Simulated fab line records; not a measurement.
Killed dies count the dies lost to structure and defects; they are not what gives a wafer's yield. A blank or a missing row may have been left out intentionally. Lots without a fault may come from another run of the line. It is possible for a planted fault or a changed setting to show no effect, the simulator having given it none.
Matching of chambers | flow nandHarc | pecvd-03 running NHARC_P_M0_PRE_CLEAN_31: 3 sister chambers
The step time 12 s. 3 wafers are shown with their chamber, then 8 later ones without.

## WAFERS WITH THEIR CHAMBER
wafer  | chamber | heaterPowerW (W)
L080.4 | 2       | 695
L080.5 | 1       | 633
L091.1 | 0       | 614

## WAFERS WHOSE CHAMBER IS MISSING
wafer  | heaterPowerW (W)
L091.5 | 634
L091.6 | 672
L092.1 | 693
L092.5 | 683
L092.6 | 664
L093.1 | 599
L093.2 | 724
L093.5 | 721

## CHAMBER TAKEN BY EACH
wafer  | from the rows above          | in truth
L091.5 | can't be placed: 1 or 0      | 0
L091.6 | can't be placed: 2 or 1 or 0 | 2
L092.1 | 2                            | 2
L092.5 | can't be placed: 2 or 1      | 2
L092.6 | can't be placed: 1 or 2 or 0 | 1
L093.1 | can't be placed: 0 or 1      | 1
L093.2 | 2                            | 2
L093.5 | 2                            | 2
Placed correctly: 3 of 8. Can't be placed from these rows: 5 (the true chamber is among the candidates in 5). Number placed wrongly: 0.
How it was worked out, from the rows above alone: a wafer's distance from a chamber is the root of the sum, over the readings, of the square of ((its reading less the chamber's mean) divided by the reading's scatter). If the next closest chamber is less than 2 further off than the closest, the wafer can't be placed; otherwise it belongs to the closest. The mean given for a chamber averages the wafers shown for that chamber. The scatter: root of mean squared gap, hidden wafer to nearest shown wafer, with one shown wafer a chamber.
